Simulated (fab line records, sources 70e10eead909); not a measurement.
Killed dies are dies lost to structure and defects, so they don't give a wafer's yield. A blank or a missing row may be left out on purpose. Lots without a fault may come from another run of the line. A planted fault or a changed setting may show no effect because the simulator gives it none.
fab line records | flow nand_harc
record lots=24 wafers=72 last_day=33
route steps=1302 shown A_DECK1_JOINT@527 A_ONON_D2@565 A_CHANNEL_HOLE_D2@588 A_CHANNEL_FILL_D2@612
lots that met no fault: from a run of the same line without faults
start_h: hours from the record's first day to the start of the lot's first wafer shown | wait_h: hours since the lot's step before | " the same as in the row above | L1.1+2: a row that stands for several wafers | - no value, or no start given | * or withheld: withheld | < > ~ a bound
route shown NAME@n: a module of which the file shows steps, and the number in the route of the first | usual: mean/standard deviation of fault-free wafers | same: alike in all rows | chamber/n: place in a boat | sites: the reading at each site | _std_site: their standard deviation | _edge_site: outer sites' mean less inner sites' | radius_mm: how far each site lies from the wafer's centre | mask NAME#n: copy n | behind: the tool/chamber that last shaped the wafer | hold: why the lot was held/for how many hours/how that ended | device: the transistor (n, p or np) that didn't switch | end of line: the same wafers' tests at the end of the route | a step without rows: its recipe alone | killed: dies lost to structure and defects at the first sort, not the wafer's yield | map: a wafer's dies, x killed, . not, _ none there
set.NAME: the setting as run; set.NAME@STEP: as run at that earlier step | model.NAME: the simulator's own value behind a step, which no gauge read
steps of the route over a sample of lots; a table a step, a row a wafer
services: from which hour (start_h, from the record's first day; less than 0 if before it) a tool's chamber was out of use, for how many hours, and why
## steps
# step NHARC_A_DECK1_JOINT_CMP_13
# recipe target_thk_nm=51.023
# usual motor_current_A=13.0/1.6 time_to_endpoint_s=8.9/2.3
# columns lot.wafer tool chamber start_h wait_h motor_current_A time_to_endpoint_s
L074.3 cmp-02 3 246.76 0.4 11.0 7.7
L074.4 " 0 " " 13.6 5.4
L074.6 " 1 " " 11.8 6.9
L075.4 cmp-03 2 246.76 0.4 13.0 10.8
L075.2 " 3 " " 13.1 12.3
L075.5 " 1 " " 11.5 8.3
L076.1 cmp-02 1 277.52 0.4 12.9 9.2
L076.4 " 0 " " 13.5 10.2
L076.5 " 2 " " 15.3 8.7
L077.3 cmp-02 3 285.00 0.4 11.1 9.3
L077.6 " 3 " " 10.2 8.6
L077.5 " 0 " " 13.1 9.1
L078.4 cmp-02 1 288.18 0.4 12.7 10.4
L078.1 " 2 " " 14.7 9.1
L078.3 " 3 " " 10.5 9.9
L079.1 cmp-03 0 293.01 0.4 13.3 12.6
L079.5 " 3 " " 12.2 15.1
L079.6 " 0 " " 13.9 13.2
L081.4 cmp-02 0 315.75 0.4 13.2 9.2
L081.1 " 1 " " 12.2 7.8
L081.6 " 2 " " 15.0 6.6
L080.3 cmp-02 2 324.03 0.4 15.5 8.6
L080.2 " 0 " " 13.7 7.6
L080.6 " 3 " " 9.9 9.9
L082.3 cmp-01 2 328.65 0.4 13.4 13.5
L082.4 " 3 " " 11.7 10.2
L082.1 " 0 " " 11.5 10.1
L083.2 cmp-02 2 334.99 0.4 15.5 4.4
L083.5 " 3 " " 10.6 7.8
L083.6 " 0 " " 13.4 8.6
L085.1 cmp-02 0 352.14 0.4 14.3 7.3
L085.4 " 2 " " 14.9 5.1
L085.3 " 3 " " 10.5 4.0
L084.4 cmp-02 0 364.09 0.4 13.6 7.1
L084.1 " 1 " " 12.5 9.5
L084.6 " 2 " " 15.6 7.3
L086.2 cmp-02 2 372.21 0.4 15.1 4.4
L086.5 " 0 " " 14.0 4.1
L086.6 " 1 " " 12.3 9.4
L087.2 cmp-03 3 383.78 0.4 12.9 13.2
L087.3 " 2 " " 13.2 10.4
L087.6 " 0 " " 13.6 10.2
L088.2 cmp-02 1 393.52 0.4 12.0 11.5
L088.4 " 2 " " 14.5 8.1
L088.1 " 3 " " 10.5 8.6
L089.3 cmp-03 3 397.43 0.4 12.5 11.4
L089.4 " 0 " " 13.7 8.7
L089.6 " 0 " " 14.0 6.4
L090.3 cmp-01 1 411.66 0.4 16.4 8.6
L090.1 " 0 " " 11.3 8.2
L090.5 " 2 " " 14.1 10.1
L091.3 cmp-03 2 411.71 0.4 12.8 10.4
L091.4 " 3 " " 11.9 12.2
L091.6 " 1 " " 12.3 6.0
L092.1 cmp-01 1 431.15 0.5 15.8 9.4
L092.4 " 2 " " 14.6 14.1
L092.5 " 0 " " 11.3 12.4
L093.4 cmp-02 3 445.03 0.4 10.5 9.2
L093.5 " 1 " " 12.7 9.3
L093.6 " 2 " " 15.5 7.7
L094.2 cmp-02 1 453.38 0.4 11.6 9.2
L094.4 " 3 " " 10.2 7.2
L094.3 " 0 " " 13.5 7.2
L095.4 cmp-02 0 458.34 0.4 13.6 6.0
L095.1 " 3 " " 10.3 6.0
L095.6 " 1 " " 12.2 7.9
L097.4 cmp-02 2 470.06 0.4 14.4 7.1
L097.2 " 1 " " 12.6 7.7
L097.6 " 2 " " 14.7 6.8
L096.4 cmp-01 3 470.09 0.4 11.2 11.7
L096.5 " 2 " " 13.9 11.8
L096.6 " 3 " " 12.1 10.5
# step NHARC_A_ONON_D2_THK_MEAS_30
# recipe thk_meas_gauge=ellipsometry
# usual thk_nm=1000/9.7
# columns lot.wafer tool chamber start_h wait_h thk_nm
L074.3 film_metro-01 - 280.69 - 1014
L074.4 " - " " 1012
L074.6 " - " " 1012
L075.2 film_metro-01 - 281.01 - 998
L075.4 " - " " 995
L075.5 " - " " 997
L076.1 film_metro-02 - 318.70 - 983
L076.4 " - " " 985
L076.5 " - " " 984
L078.1 film_metro-02 - 326.66 - 982
L078.3 " - " " 984
L078.4 " - " " 982
L077.3 film_metro-01 - 326.68 - 1006
L077.5 " - " " 1006
L077.6 " - " " 1006
L079.1 film_metro-02 - 332.29 - 1008
L079.5 " - " " 1004
L079.6 " - " " 1008
L081.1 film_metro-02 - 352.03 - 996
L081.4 " - " " 997
L081.6 " - " " 996
L082.1 film_metro-01 - 364.75 - 998
L082.3 " - " " 1000
L082.4 " - " " 997
L080.2 film_metro-02 - 364.75 - 987
L080.3 " - " " 990
L080.6 " - " " 988
L083.2 film_metro-01 - 376.42 - 1006
L083.5 " - " " 1004
L083.6 " - " " 1004
L085.1 film_metro-02 - 390.99 - 1011
L085.3 " - " " 1011
L085.4 " - " " 1012
L084.1 film_metro-02 - 403.23 - 1002
L084.4 " - " " 1003
L084.6 " - " " 1004
L086.2 film_metro-01 - 408.27 - 994
L086.5 " - " " 994
L086.6 " - " " 992
L087.2 film_metro-01 - 418.90 - 990
L087.3 " - " " 990
L087.6 " - " " 991
L089.3 film_metro-01 - 432.96 - 1016
L089.4 " - " " 1018
L089.6 " - " " 1017
L088.1 film_metro-02 - 432.96 - 983
L088.2 " - " " 981
L088.4 " - " " 982
L091.3 film_metro-02 - 447.43 - 1002
L091.4 " - " " 1003
L091.6 " - " " 1005
L090.1 film_metro-01 - 447.43 - 1007
L090.3 " - " " 1005
L090.5 " - " " 1005
L092.1 film_metro-01 - 467.79 - 992
L092.4 " - " " 991
L092.5 " - " " 992
L093.4 film_metro-02 - 481.16 - 1005
L093.5 " - " " 1005
L093.6 " - " " 1006
L094.2 film_metro-02 - 490.25 - 1012
L094.3 " - " " 1013
L094.4 " - " " 1013
L095.1 film_metro-01 - 498.54 - 1006
L095.4 " - " " 1004
L095.6 " - " " 1004
L097.2 film_metro-02 - 513.46 - 1009
L097.4 " - " " 1009
L097.6 " - " " 1010
L096.4 film_metro-01 - 513.47 - 1000
L096.5 " - " " 1000
L096.6 " - " " 1001
# step NHARC_A_CHANNEL_HOLE_D2_ETCH_34
# recipe target_depth_a=1540 time_s=77 cf4_flow_sccm=100 chf3_flow_sccm=30 ar_flow_sccm=0 rf_w=500 bias_w=200 chemistry=CF4/CHF3
# usual drypump_motor_current_A=5.8/0.55 oes_product_au=0.962/0.02 rf_vpp_V=370.6/2.2 showerhead_plenum_p_Torr=1.57/0.06 throttle_valve_pct=16.802/0.0098
# columns lot.wafer tool chamber start_h wait_h drypump_motor_current_A oes_product_au rf_hours_counter_h rf_vpp_V showerhead_plenum_p_Torr throttle_valve_pct
L074.3 rie_diel-05 0 - - 6.4 0.981 1.9 374.7 1.65 16.786
L074.4 " 1 " " 5.2 0.997 2.9 368.1 1.54 16.803
L074.6 " 1 " " 5.2 0.997 - 369.1 1.54 16.795
L075.2 rie_diel-09 1 - - 6.6 0.959 6.5 368.7 1.54 16.810
L075.4 " 2 " " 5.8 0.957 7.2 369.1 1.55 16.806
L075.5 " 0 " " 5.7 0.999 - 373.4 1.66 16.801
L076.4 rie_diel-05 2 - - 5.2 0.959 4.6 370.6 1.57 16.793
L076.1 " 0 " " 6.5 0.968 3.8 372.4 1.65 16.815
L076.5 " 1 " " 5.3 0.984 - 369.9 1.54 16.793
L078.1 rie_diel-05 1 - - 5.2 0.970 5.1 369.6 1.54 16.793
L078.3 " 0 " " 6.5 0.964 4.3 373.3 1.65 16.788
L078.4 " 2 " " 5.1 0.967 - 371.2 1.57 16.815
L077.3 rie_diel-10 0 - - 5.8 0.975 4.8 370.4 1.54 16.819
L077.5 " 3 " " 5.1 0.973 - 370.9 1.60 16.795
L077.6 " 0 " " 5.8 0.973 - 369.7 1.54 16.799
L079.1 rie_diel-09 3 - - 6.0 0.968 0.6 372.6 1.65 16.803
L079.5 " 1 " " 6.7 0.974 - 369.4 1.54 16.791
L079.6 " 2 " " 5.7 0.964 - 370.1 1.55 16.802
L081.4 rie_diel-05 0 - - 6.5 0.957 5.8 372.8 1.65 16.821
L081.1 " 2 " " 5.2 0.987 6.5 371.0 1.57 16.816
L081.6 " 1 " " 5.3 0.969 - 369.5 1.54 16.789
L082.3 rie_diel-09 0 - - 5.7 0.939 2.8 373.5 1.66 16.806
L082.4 " 2 " " 5.7 0.956 2.6 369.7 1.55 16.807
L082.1 " 3 " " 5.9 0.983 2.3 372.0 1.65 16.827
L080.2 rie_diel-05 0 - - 6.4 0.978 6.8 373.3 1.65 16.800
L080.3 " 2 " " 5.2 0.969 7.3 369.9 1.57 16.790
L080.6 " 3 " " 6.0 0.989 - 368.5 1.48 16.803
L083.2 rie_diel-05 1 - - 5.2 0.989 7.8 370.6 1.54 16.786
L083.5 " 0 " " 6.5 0.954 - 373.1 1.65 16.798
L083.6 " 1 " " 5.2 0.997 - 371.7 1.54 16.813
L085.4 rie_diel-05 3 - - 6.0 0.939 9.3 367.4 1.48 16.807
L085.3 " 1 " " 5.2 0.927 8.8 368.2 1.54 16.791
L085.1 " 2 " " 5.1 0.936 8.6 371.3 1.57 16.830
L084.1 rie_diel-09 0 - - 5.7 0.948 5.1 372.1 1.66 16.801
L084.4 " 0 " " 5.7 0.951 - 372.3 1.66 16.779
L084.6 " 1 " " 6.7 0.971 - 368.8 1.54 16.803
L086.2 rie_diel-09 2 - - 5.8 0.944 5.8 370.3 1.55 16.791
L086.5 " 0 " " 5.7 0.948 - 373.5 1.66 16.804
L086.6 " 2 " " 5.8 0.942 - 370.6 1.55 16.804
L087.3 rie_diel-05 3 - - 6.0 0.970 0.4 366.8 1.48 16.814
L087.2 " 0 " " 6.5 0.982 0.3 374.3 1.65 16.802
L087.6 " 2 " " 5.2 0.956 - 371.5 1.57 16.799
L089.4 rie_diel-05 0 - - 6.5 0.924 1.1 373.1 1.65 16.793
L089.3 " 2 " " 5.1 0.921 1.2 371.8 1.57 16.783
L089.6 " 0 " " 6.5 0.918 - 372.6 1.65 16.799
L088.1 rie_diel-10 2 - - 4.9 0.965 1.2 374.1 1.66 16.805
L088.4 " 3 " " 5.1 0.970 0.1 370.4 1.60 16.795
L088.2 " 0 " " 5.8 0.962 1.1 369.9 1.54 16.809
L091.3 rie_diel-05 1 - - 5.2 0.967 1.9 369.9 1.54 16.801
L091.4 " 2 " " 5.1 0.966 2.3 369.7 1.57 16.790
L091.6 " 2 " " 5.2 0.960 - 368.7 1.57 16.790
L090.3 rie_diel-10 1 - - 5.9 0.922 2.1 370.2 1.56 16.808
L090.1 " 2 " " 4.9 0.938 2.3 374.2 1.66 16.798
L090.5 " 0 " " 5.8 0.918 - 369.8 1.54 16.785
L092.4 rie_diel-05 3 - - 6.0 0.986 3.8 367.8 1.48 16.800
L092.1 " 2 " " 5.2 0.964 3.2 370.5 1.57 16.811
L092.5 " 3 " " 6.0 0.984 - 367.2 1.48 16.808
L093.4 rie_diel-05 0 - - 6.5 0.933 4.4 372.5 1.65 16.794
L093.5 " 2 " " 5.1 0.936 - 370.1 1.57 16.794
L093.6 " 3 " " 6.0 0.944 - 367.3 1.48 16.801
L094.3 rie_diel-05 3 - - 6.0 0.978 6.1 367.5 1.48 16.799
L094.2 " 0 " " 6.5 0.972 5.1 373.1 1.65 16.808
L094.4 " 1 " " 5.3 0.988 4.4 368.6 1.54 16.826
L095.4 rie_diel-05 1 - - 5.3 0.989 5.1 368.1 1.54 16.806
L095.1 " 3 " " 6.0 0.973 6.4 366.7 1.48 16.798
L095.6 " 2 " " 5.1 0.979 - 370.9 1.57 16.804
L096.4 rie_diel-09 3 - - 6.0 0.955 0.2 374.4 1.64 16.794
L096.6 " 0 " " 5.7 0.958 - 373.7 1.66 16.800
L096.5 " 1 " " 6.6 0.982 - 369.5 1.53 16.784
L097.2 rie_diel-05 2 - - 5.1 0.958 6.8 372.0 1.57 16.820
L097.4 " 0 " " 6.5 0.966 7.0 373.7 1.65 16.794
L097.6 " 1 " " 5.3 0.963 - 369.4 1.54 16.791
# step NHARC_A_CHANNEL_HOLE_D2_ETCH_20
# recipe bias_v=3000 source_w=withheld pressure_mtorr=20 time_s=361.9 ar_flow_sccm=375 c4f8_flow_sccm=89.3 o2_flow_sccm=35.7 temp_c=-20 target_depth_a=16000 chemistry=C4F8/O2/Ar
# usual drypump_motor_current_A=5.9/0.61 o2_flow_sccm=35.69/0.11 showerhead_plenum_p_Torr=3.74/0.16 throttle_valve_pct=32.157/0.0092
# columns lot.wafer tool chamber start_h wait_h drypump_motor_current_A o2_flow_sccm rf_hours_counter_h showerhead_plenum_p_Torr throttle_valve_pct
L074.4 har_etch-01 1 289.86 0.2 5.4 35.83 - 3.70 32.157
L074.3 " 0 " " 5.4 35.68 - 3.56 32.154
L074.6 " 0 " " 5.4 35.78 - 3.56 32.149
L075.2 har_etch-01 1 293.95 0.1 5.4 35.86 153 3.69 32.154
L075.4 " 1 " " 5.3 35.65 - 3.69 32.161
L075.5 " 0 " " 5.4 35.80 - 3.56 32.154
L076.1 har_etch-02 0 325.89 0.1 5.9 35.82 381 3.62 32.152
L076.4 " 0 " " 5.9 35.68 - 3.62 32.150
L076.5 " 1 " " 6.8 35.57 - 3.93 32.150
L078.1 har_etch-02 0 336.71 0.1 5.9 35.81 389 3.62 32.140
L078.4 " 0 " " 5.9 35.81 - 3.62 32.152
L078.3 " 1 " " 6.8 35.68 - 3.92 32.154
L077.3 har_etch-01 1 337.08 0.2 5.3 35.68 - 3.68 32.177
L077.6 " 0 " " 5.3 35.45 - 3.55 32.170
L077.5 " 1 " " 5.3 35.56 - 3.68 32.157
L079.1 har_etch-02 1 340.94 0.1 6.9 35.48 377 3.92 32.164
L079.6 " 0 " " 5.9 35.78 - 3.62 32.148
L079.5 " 1 " " 6.8 35.63 - 3.92 32.172
L081.1 har_etch-01 0 356.76 0.1 5.4 35.90 187 3.54 32.145
L081.4 " 1 " " 5.3 35.68 - 3.68 32.169
L081.6 " 1 " " 5.3 35.69 - 3.68 32.164
L082.1 har_etch-01 1 371.48 0.1 5.3 35.86 195 3.67 32.165
L082.3 " 1 " " 5.3 35.84 - 3.67 32.161
L082.4 " 0 " " 5.4 35.68 - 3.54 32.145
L080.2 har_etch-02 0 372.10 0.1 5.9 35.64 412 3.61 32.164
L080.3 " 1 " " 6.9 35.72 - 3.91 32.162
L080.6 " 0 " " 5.9 35.69 - 3.61 32.143
L083.2 har_etch-01 0 387.94 0.1 5.4 35.59 207 3.53 32.161
L083.6 " 1 " " 5.4 35.70 - 3.67 32.158
L083.5 " 0 " " 5.4 35.68 - 3.53 32.152
L085.1 har_etch-02 0 398.34 0.1 5.9 35.71 4 3.93 32.149
L085.4 " 1 " " 6.8 35.83 - 3.90 32.167
L085.3 " 0 " " 5.9 35.55 - 3.93 32.158
L084.1 har_etch-01 0 414.05 0.1 5.4 35.80 225 3.52 32.160
L084.4 " 0 " " 5.4 35.83 - 3.52 32.181
L084.6 " 1 " " 5.3 35.59 - 3.65 32.139
L086.2 har_etch-02 1 415.74 0.1 6.8 35.84 15 3.90 32.154
L086.5 " 1 " " 6.8 35.49 - 3.90 32.162
L086.6 " 0 " " 5.9 35.62 - 3.92 32.156
L087.2 har_etch-02 1 423.73 0.1 6.8 35.62 19 3.90 32.153
L087.3 " 1 " " 6.8 35.62 - 3.90 32.168
L087.6 " 1 " " 6.8 35.69 - 3.90 32.163
L089.3 har_etch-02 1 443.77 0.2 6.9 35.77 - 3.89 32.173
L089.4 " 0 " " 5.9 35.67 - 3.92 32.155
L089.6 " 1 " " 6.9 35.62 - 3.89 32.149
L088.2 har_etch-01 1 444.73 0.1 5.3 35.48 244 3.64 32.154
L088.1 " 0 " " 5.4 35.58 244 3.51 32.161
L088.4 " 1 " " 5.3 35.67 - 3.64 32.160
L091.3 har_etch-02 1 453.63 0.2 6.9 35.56 - 3.89 32.158
L091.4 " 0 " " 5.9 35.78 - 3.91 32.147
L091.6 " 1 " " 6.8 35.52 - 3.89 32.143
L090.1 har_etch-01 0 454.13 0.1 5.4 35.80 252 3.51 32.156
L090.3 " 0 " " 5.4 35.60 - 3.51 32.167
L090.5 " 0 " " 5.4 35.72 - 3.51 32.159
L092.1 har_etch-02 1 472.56 0.1 6.8 35.68 46 3.88 32.163
L092.4 " 0 " " 5.9 35.63 - 3.91 32.167
L092.5 " 1 " " 6.9 35.69 - 3.88 32.163
L093.4 har_etch-02 0 490.57 0.2 5.9 35.41 - 3.90 32.158
L093.5 " 1 " " 6.8 35.77 - 3.87 32.151
L093.6 " 0 " " 5.9 35.55 - 3.90 32.152
L094.2 har_etch-01 1 501.36 0.1 5.3 35.54 275 3.63 32.147
L094.3 " 1 " " 5.3 35.78 - 3.63 32.147
L094.4 " 0 " " 5.4 35.76 - 3.49 32.154
L095.1 har_etch-02 1 503.27 0.1 6.8 35.73 65 3.87 32.160
L095.4 " 1 " " 6.9 35.70 - 3.87 32.154
L095.6 " 1 " " 6.9 35.68 - 3.87 32.140
L096.4 har_etch-01 0 518.30 0.2 5.4 35.70 - 3.49 32.148
L096.6 " 0 " " 5.4 35.84 - 3.49 32.151
L096.5 " 1 " " 5.3 35.72 - 3.62 32.160
L097.2 har_etch-02 0 518.42 0.1 5.9 35.66 73 3.89 32.156
L097.4 " 1 " " 6.8 35.60 - 3.87 32.146
L097.6 " 1 " " 6.8 35.63 - 3.87 32.142
# step NHARC_A_CHANNEL_HOLE_D2_INSPECT_40
# usual raw_defect_count=267/77
# columns lot.wafer tool chamber start_h wait_h raw_defect_count
L074.3 defect_inspect-02 - 295.37 - 273
L074.4 " - " " 463
L074.6 " - " " 388
L075.2 defect_inspect-01 - 299.49 - 339
L075.4 " - " " 220
L075.5 " - " " 235
L076.1 defect_inspect-02 - 331.44 - 210
L076.4 " - " " 401
L076.5 " - " " 272
L078.1 defect_inspect-02 - 342.31 - 282
L078.3 " - " " 334
L078.4 " - " " 287
L077.3 defect_inspect-02 - 342.52 - 287
L077.5 " - " " 205
L077.6 " - " " 196
L079.1 defect_inspect-02 - 346.46 - 289
L079.5 " - " " 259
L079.6 " - " " 229
L081.1 defect_inspect-01 - 362.38 - 222
L081.4 " - " " 304
L081.6 " - " " 219
L082.1 defect_inspect-02 - 377.09 - 375
L082.3 " - " " 295
L082.4 " - " " 519
L080.2 defect_inspect-02 - 377.85 - 309
L080.3 " - " " 253
L080.6 " - " " 251
L083.2 defect_inspect-01 - 393.51 - 489
L083.5 " - " " 310
L083.6 " - " " 280
L085.1 defect_inspect-02 - 403.86 - 182
L085.3 " - " " 186
L085.4 " - " " 256
L084.1 defect_inspect-02 - 419.64 - 299
L084.4 " - " " 529
L084.6 " - " " 257
L086.2 defect_inspect-02 - 421.35 - 233
L086.5 " - " " 240
L086.6 " - " " 174
L087.2 defect_inspect-02 - 429.25 - 346
L087.3 " - " " 348
L087.6 " - " " 563
L089.3 defect_inspect-01 - 449.25 - 268
L089.4 " - " " 208
L089.6 " - " " 263
L088.1 defect_inspect-02 - 450.33 - 157
L088.2 " - " " 186
L088.4 " - " " 190
L091.3 defect_inspect-02 - 459.13 - 240
L091.4 " - " " 380
L091.6 " - " " 363
L090.1 defect_inspect-02 - 459.71 - 310
L090.3 " - " " 244
L090.5 " - " " 209
L092.1 defect_inspect-01 - 478.58 - 355
L092.4 " - " " 343
L092.5 " - " " 323
L093.4 defect_inspect-01 - 496.02 - 168
L093.5 " - " " 237
L093.6 " - " " 154
L094.2 defect_inspect-02 - 506.97 - 194
L094.3 " - " " 182
L094.4 " - " " 201
L095.1 defect_inspect-02 - 508.89 - 157
L095.4 " - " " 199
L095.6 " - " " 253
L096.4 defect_inspect-02 - 523.82 - 207
L096.5 " - " " 211
L096.6 " - " " 199
L097.2 defect_inspect-02 - 523.96 - 171
L097.4 " - " " 279
L097.6 " - " " 220
# step NHARC_A_CHANNEL_FILL_D2_ALD_02
# recipe target_thk_a=60 pulse_time_s=10 ald_cycles=60 temp_c=300 material=SiO2
# usual heater_power_outer_w=265/30 heater_power_w=475/45 precursor_pulse_height_rel=1.001/0.02
# columns lot.wafer tool chamber start_h wait_h heater_power_outer_w heater_power_w precursor_pulse_height_rel
L074.4 ald_hk-02 0 295.56 - 282 500 0.986
L074.3 " 3 " " 299 533 0.989
L074.6 " 0 " " 287 508 0.999
L075.2 ald_hk-02 1 299.68 - 260 514 0.981
L075.4 " 0 " " 297 500 0.992
L075.5 " 2 " " 228 411 0.986
L076.1 ald_hk-02 1 331.65 - 275 485 1.022
L076.4 " 0 " " 281 502 0.977
L076.5 " 2 " " 230 402 1.002
L078.4 ald_hk-02 0 342.50 - 286 518 1.004
L078.1 " 1 " " 271 505 1.010
L078.3 " 2 " " 225 416 1.010
L077.3 ald_hk-02 0 343.02 - 292 513 1.000
L077.5 " 3 " " 300 542 1.030
L077.6 " 0 " " 292 505 0.967
L079.1 ald_hk-02 2 346.72 - 233 401 0.992
L079.6 " 1 " " 279 500 1.016
L079.5 " 2 " " 230 404 0.994
L081.4 ald_hk-04 3 362.65 - 319 518 1.006
L081.1 " 1 " " 311 489 0.988
L081.6 " 3 " " 314 514 0.985
L082.4 ald_hk-01 0 377.28 - 236 459 1.002
L082.1 " 1 " " 252 471 0.997
L082.3 " 2 " " 233 432 1.003
L080.2 ald_hk-04 1 379.05 - 316 502 0.989
L080.3 " 3 " " 308 516 0.977
L080.6 " 2 " " 222 387 0.993
L083.2 ald_hk-02 2 393.95 0.3 221 401 1.023
L083.6 " 3 " " 295 519 0.952
L083.5 " 0 " " 304 539 0.981
L085.3 ald_hk-02 1 404.06 - 261 480 1.013
L085.4 " 2 " " 226 413 1.017
L085.1 " 0 " " 300 543 1.010
L084.1 ald_hk-01 0 419.84 - 250 458 0.964
L084.4 " 1 " " 252 471 1.009
L084.6 " 0 " " 241 467 1.013
L086.2 ald_hk-01 3 421.62 - 271 467 0.963
L086.6 " 2 " " 232 432 1.001
L086.5 " 3 " " 266 458 0.993
L087.3 ald_hk-04 0 429.52 - 270 516 1.034
L087.2 " 1 " " 308 503 1.009
L087.6 " 0 " " 263 508 1.007
L089.4 ald_hk-01 0 449.59 - 239 464 1.010
L089.3 " 1 " " 257 490 1.005
L089.6 " 3 " " 261 471 1.014
L088.2 ald_hk-02 3 450.53 - 297 525 1.000
L088.4 " 1 " " 262 483 1.030
L088.1 " 2 " " 226 413 0.993
L091.3 ald_hk-04 1 460.98 - 312 499 1.001
L091.4 " 2 " " 211 372 0.978
L091.6 " 0 " " 274 512 1.005
L090.1 ald_hk-01 1 461.48 - 250 489 0.972
L090.3 " 3 " " 269 467 1.008
L090.5 " 2 " " 227 434 0.990
L092.4 ald_hk-02 3 478.77 - 300 526 1.013
L092.1 " 0 " " 300 549 1.008
L092.5 " 3 " " 298 526 0.968
L093.4 ald_hk-04 0 496.51 - 269 522 0.994
L093.5 " 2 " " 211 364 0.983
L093.6 " 3 " " 284 473 0.973
L094.2 ald_hk-01 0 507.24 - 237 435 1.022
L094.4 " 1 " " 242 453 0.994
L094.3 " 2 " " 231 424 1.007
L095.1 ald_hk-01 0 509.57 - 233 440 0.991
L095.4 " 1 " " 238 464 1.009
L095.6 " 1 " " 242 457 0.995
L096.4 ald_hk-02 0 524.08 - 300 539 0.994
L096.5 " 3 " " 307 515 1.050
L096.6 " 0 " " 306 536 1.039
L097.4 ald_hk-01 0 524.23 - 239 443 0.999
L097.2 " 2 " " 234 433 0.984
L097.6 " 0 " " 239 442 1.010
## services
# columns tool chamber start_h hours kind
rie_diel-05 - 229.60 9.0 pm
cmp-02 - 232.50 4.0 pm
rie_diel-09 1 246.60 14.7 repair
cmp-03 - 253.25 3.3 repair
ald_hk-04 - 256.18 10.0 pm
rie_diel-05 0 262.92 13.1 repair
ald_hk-01 - 299.16 10.0 pm
rie_diel-05 - 310.93 1.6 repair
rie_diel-09 - 320.10 9.0 pm
rie_diel-05 3 327.42 6.9 repair
cmp-02 - 330.50 4.0 pm
cmp-02 - 337.19 4.4 repair
ald_hk-02 - 353.74 10.0 pm
har_etch-02 - 377.00 17.0 pm
rie_diel-05 - 406.60 9.0 pm
rie_diel-09 3 408.66 6.2 repair
cmp-02 - 413.96 0.2 repair
cmp-02 - 421.25 0.8 repair
cmp-02 - 428.50 4.0 pm
ald_hk-01 - 477.16 10.0 pm
rie_diel-09 - 497.74 9.0 pm
cmp-02 - 505.21 0.9 repair
cmp-02 - 508.38 1.7 repair
cmp-02 - 517.66 0.5 repair
## key
fault none
